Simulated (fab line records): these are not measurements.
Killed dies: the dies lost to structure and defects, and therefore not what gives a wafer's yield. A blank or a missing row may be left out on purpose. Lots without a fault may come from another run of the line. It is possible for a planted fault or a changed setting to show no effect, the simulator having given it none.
fab line records | flow n5-finfet | part 2 of 2: steps 20 to 29 of 29
[record] lots = 5 wafers = 15 last-day = 16
route steps=1938 shown BEOL_M14@1744
lots with no fault: from the same line, run without faults
start-h: start of the lot's first displayed wafer, in hours after the record's first day | wait-h: hours elapsed since this lot's preceding step | " identical to the entry in the row above | L1.1+2: a single row standing in for several wafers | - no value, or no start given | * or withheld: withheld | < > ~ a bound
route shown NAME@n: a module of which the file shows steps, and the number in the route of the first | usual: the fault-free wafers' mean and standard deviation | same: alike in all rows | chamber/n: place in a boat | sites: each site's reading | _std_site: the standard deviation of these | _edge_site: outer sites' mean less inner sites' | radius-mm: how far each site lies from the wafer's centre | mask NAME#n: copy n | behind: tool/chamber where the wafer was last shaped | hold: why the lot was held/for how many hours/how that ended | device: names the non-switching transistor (n, p or np) | end of line: the same wafers' tests at the end of the route | a step given without rows: its recipe and nothing more | killed: the dies lost at the first sort to structure and to defects; this is not the yield of the wafer | map: a wafer's dies, x killed, . not, _ none there
set.NAME: setting as actually run; set.NAME@STEP: the setting as run at that earlier step | model.NAME: the simulator's own value behind a step, which no gauge read
certain route steps with their lots: each step a table, each wafer a row
services: from which hour (start-h, from the record's first day; less than 0 if before it) a tool's chamber was out of use, for how many hours, and why
[[steps]]
[step N5_BEOL_M14_SPUTTER_44]
[recipe] material = Ta target-thk-a = 150 temp-c = 50 bias-v = 80 power-w = 15000 chamber-pressure-pa = 0.07 time-s = 24.19
[usual] throttle-valve-pct = 30.1/0.96
// columns lot.wafer tool chamber start-h wait-h throttle-valve-pct
L076.1 pvd-sputter-02 - 268.58 0.0 29.2
L076.2 " - " " 30.6
L076.4 " - " " 31.6
L078.1 pvd-sputter-02 - 271.32 0.0 30.4
L078.2 " - " " 29.5
L078.4 " - " " 31.7
L077.3 pvd-sputter-03 - 271.41 0.0 30.3
L077.4 " - " " 28.2
L077.5 " - " " 30.4
L083.1 pvd-sputter-02 - 332.73 0.0 29.5
L083.2 " - " " 31.6
L083.5 " - " " 31.0
L085.1 pvd-sputter-02 - 353.50 0.0 30.4
L085.5 " - " " 30.3
L085.6 " - " " 31.0
[step N5_BEOL_M14_SPUTTER_45]
[recipe] material = Cu target-thk-a = 1000 temp-c = -20 bias-v = 60 power-w = 26000 chamber-pressure-pa = 0.13 time-s = 16.67
[usual] chuck-gas-flow-sccm = 1.26/0.053 chuck-sensor-temp-C = -15.8/0.44 throttle-valve-pct = 30.1/0.95
// columns lot.wafer tool chamber start-h wait-h chuck-gas-flow-sccm chuck-sensor-temp-C throttle-valve-pct
L076.1 pvd-sputter-02 - 268.66 0.0 1.21 -15.5 29.6
L076.2 " - " " 1.28 -16.4 30.3
L076.4 " - " " 1.22 -15.5 31.6
L078.1 pvd-sputter-02 - 271.40 0.0 1.27 -16.5 30.7
L078.2 " - " " 1.27 -15.4 29.4
L078.4 " - " " 1.28 -15.3 31.6
L077.3 pvd-sputter-03 - 271.49 0.0 1.22 -15.3 30.3
L077.4 " - " " 1.27 -16.2 28.5
L077.5 " - " " 1.23 -15.3 30.2
L083.1 pvd-sputter-02 - 332.81 0.0 1.27 -15.7 29.2
L083.2 " - " " 1.31 -15.4 31.7
L083.5 " - " " 1.34 -16.4 30.9
L085.1 pvd-sputter-02 - 353.58 0.0 1.29 -16.0 30.2
L085.5 " - " " 1.31 -15.8 30.5
L085.6 " - " " 1.25 -16.3 30.7
[step N5_BEOL_M14_ECD_47]
[recipe] material = Cu target-thk-a = 12480
// columns lot.wafer tool chamber start-h wait-h
L076.1+2+4 ecd-cu-02 0,1,1 268.78 0.1
L078.1+2+4 ecd-cu-02 1,0,0 271.52 0.1
L077.3+4+5 ecd-cu-01 0,1,0 271.67 0.1
L083.1+2+5 ecd-cu-02 0,1,1 332.93 0.1
L085.1+5+6 ecd-cu-01 0,1,0 353.70 0.1
[step N5_BEOL_M14_ANNEAL_48]
[recipe] temp-c = 225 time-s = 90 ambient = N2
[usual] wafer_temp_C_max = 225.89/0.25
// columns lot.wafer tool chamber start-h wait-h wafer_temp_C_max
L076.1 rtp-anneal-01 0 268.97 0.1 226.16
L076.2 " 0 " " 225.45
L076.4 " 0 " " 225.96
L078.1 rtp-anneal-01 0 271.98 0.4 226.12
L078.2 " 0 " " 226.01
L078.4 " 0 " " 225.90
L077.3 rtp-anneal-02 0 272.93 1.2 225.84
L077.4 " 0 " " 225.54
L077.5 " 0 " " 225.73
L083.1 rtp-anneal-02 0 333.19 0.2 225.78
L083.2 " 0 " " 225.73
L083.5 " 0 " " 225.69
L085.1 rtp-anneal-02 0 353.89 0.1 226.14
L085.5 " 0 " " 225.74
L085.6 " 0 " " 225.92
[step N5_BEOL_M14_CMP_49]
[recipe] stop-on = SiO2 t-overpolish-s = 5.2 down-force-psi = 2 platen-rpm = 80 clearing-platen-down-force-psi = 2 clearing-platen-rpm = 80 post-cmp-clean = cu-alkaline target-thk-nm = 560 clearing-platen-pad-velocity-m-s = 1.5917 pad-velocity-m-s = 1.5917
[usual] barrier-field-endpoint-s = 11.34/0.25 motor-current-A = 8.4/0.78 overpolish-run-s = 5.200/0.0087 time-to-endpoint-s = 122/4.2
// columns lot.wafer tool chamber start-h wait-h barrier-field-endpoint-s motor-current-A overpolish-run-s time-to-endpoint-s
L076.4 cmp-03 2 269.53 0.2 11.35 7.3 5.189 120
L076.2 " 0 " " 11.28 7.8 5.218 121
L076.1 " 1 " " 11.16 9.3 5.203 119
L078.1 cmp-04 0 273.08 0.9 11.34 8.3 5.181 128
L078.4 " 1 " " 11.38 8.8 5.198 123
L078.2 " 2 " " 11.56 7.1 5.178 127
L077.3 cmp-02 2 273.18 0.2 11.36 8.7 5.213 119
L077.4 " 0 " " 11.35 9.1 5.192 120
L077.5 " 2 " " 10.92 9.0 5.206 111
L083.2 cmp-04 0 333.49 0.2 11.71 8.1 5.201 127
L083.1 " 3 " " 11.36 7.4 5.207 121
L083.5 " 0 " " 11.63 8.1 5.208 129
L085.1 cmp-02 0 354.30 0.4 11.39 9.4 5.206 123
L085.5 " 1 " " 11.29 8.1 5.204 121
L085.6 " 2 " " 10.91 8.7 5.197 119
[step N5_BEOL_M14_THK_MEAS_50]
[recipe] thk-meas-gauge = xrf reads = Cu_of_BEOL_M14_ECD_47
[usual] M14_THK = 548/10
// columns lot.wafer tool chamber start-h wait-h M14_THK[nm]
L076.1 film-metro-01 - 269.83 - 546
L076.2 " - " " 536
L076.4 " - " " 563
L078.1 film-metro-02 - 273.38 - 589
L078.2 " - " " 547
L078.4 " - " " 563
L077.3 film-metro-01 - 273.43 - 552
L077.4 " - " " 525
L077.5 " - " " 530
L083.1 film-metro-01 - 333.78 - 544
L083.2 " - " " 540
L083.5 " - " " 541
L085.1 film-metro-02 - 354.48 - 567
L085.5 " - " " 565
L085.6 " - " " 546
[step N5_BEOL_M14_PRE_CLEAN_52]
[recipe] gas = NH3 time-s = 15 temp-c = withheld rf-power-w = 300
// columns lot.wafer tool chamber start-h wait-h
L076.1+2+4 pecvd-02 0,1,0 269.87 0.0
L078.1+2+4 pecvd-02 0,1,1 273.42 0.0
L077.3+4+5 pecvd-01 2,1,2 273.47 0.0
L083.1+2+5 pecvd-04 1,0,1 333.82 0.0
L085.1+5+6 pecvd-02 1,1,2 354.52 0.0
[step N5_BEOL_M14_DEP_53]
[recipe] material = SiCN target-thk-a = 500 temp-c = withheld precursor = 3MS/NH3 pressure-torr = 3 rf-w = 675 time-s = 17.8
[usual] showerhead-plenum-p-Torr = 4.167/0.022 throttle-valve-pct = 17.8/0.91
// columns lot.wafer tool chamber start-h wait-h showerhead-plenum-p-Torr throttle-valve-pct
L076.1 pecvd-02 0 269.90 0.0 4.157 18.7
L076.2 " 1 " " 4.126 17.9
L076.4 " 0 " " 4.145 18.9
L078.1 pecvd-02 0 273.45 0.0 4.148 18.8
L078.2 " 1 " " 4.128 17.9
L078.4 " 1 " " 4.130 17.9
L077.3 pecvd-01 2 273.49 0.0 4.155 17.0
L077.4 " 1 " " 4.151 18.9
L077.5 " 2 " " 4.173 16.8
L083.1 pecvd-04 1 333.84 0.0 4.170 18.6
L083.2 " 0 " " 4.205 17.1
L083.5 " 1 " " 4.162 18.4
L085.1 pecvd-02 1 354.54 0.0 4.127 17.7
L085.5 " 1 " " 4.123 17.8
L085.6 " 2 " " 4.194 16.3
[step N5_BEOL_M14_RS_MEAS_54]
[recipe] thk-meas-gauge = four-point-probe reads = Cu_of_BEOL_M14_ECD_47+Ta_of_BEOL_M14_SPUTTER_44+TaN_of_BEOL_M14_SPUTTER_43
[usual] M14_RS = 0.0335/0.00058
// columns lot.wafer tool chamber start-h wait-h M14_RS[ohm/sq]
L076.1 film-metro-01 - 269.99 0.1 0.0338
L076.2 " - " " 0.0343
L076.4 " - " " 0.0325
L078.1 film-metro-02 - 273.54 0.1 0.0319
L078.2 " - " " 0.0342
L078.4 " - " " 0.0334
L077.3 film-metro-01 - 273.56 0.1 0.0328
L077.4 " - " " 0.0345
L077.5 " - " " 0.0345
L083.1 film-metro-01 - 333.91 0.0 0.0337
L083.2 " - " " 0.0340
L083.5 " - " " 0.0337
L085.1 film-metro-02 - 354.61 0.0 0.0328
L085.5 " - " " 0.0328
L085.6 " - " " 0.0339
[step N5_BEOL_M14_INSPECT_55]
[recipe] inspect-instrument = darkfield mode = post-dep
[usual] raw-defect-count = 68/22
// columns lot.wafer tool chamber start-h wait-h raw-defect-count
L076.1 defect-inspect-01 - 270.01 0.0 68
L076.2 " - " " 83
L076.4 " - " " 76
L078.1 defect-inspect-02 - 273.56 0.0 48
L078.2 " - " " 40
L078.4 " - " " 57
L077.3 defect-inspect-01 - 273.59 0.0 54
L077.4 " - " " 62
L077.5 " - " " 49
L083.1 defect-inspect-01 - 333.93 0.0 60
L083.2 " - " " 57
L083.5 " - " " 64
L085.1 defect-inspect-01 - 354.63 0.0 65
L085.5 " - " " 44
L085.6 " - " " 63
[[services]]
// columns tool chamber start-h hours kind
ecd-cu-02 - 259.33 1.6 repair
pecvd-04 - 264.72 2.1 repair
pecvd-02 2 268.35 5.5 scheduled-down
rie-diel-04 1 279.28 15.5 repair
cmp-02 - 296.23 6.5 repair
cmp-03 - 299.96 2.0 repair
rie-diel-01 3 303.58 4.3 repair
cmp-03 - 303.94 4.4 pm
cmp-04 - 306.53 4.0 pm
cmp-04 - 310.53 - consumable-replace:conditioner
cmp-04 - 310.53 - consumable-replace:pad
cmp-04 - 312.89 5.5 repair
wet-bench-01 - 315.41 2.6 repair
pecvd-01 0 318.38 5.5 scheduled-down
litho-track-01 - 318.61 - consumable-replace:filter
rie-diel-04 1 320.36 8.2 repair
litho-track-01 - 334.31 - consumable-replace:filter
wet-bench-01 - 339.52 1.9 pm
rie-diel-02 0 353.56 - clean
rie-diel-02 0 353.56 - consumable-replace:focus-ring
rie-diel-02 0 353.56 21.8 scheduled-down
rie-diel-02 0 353.56 21.8 vent-cycle
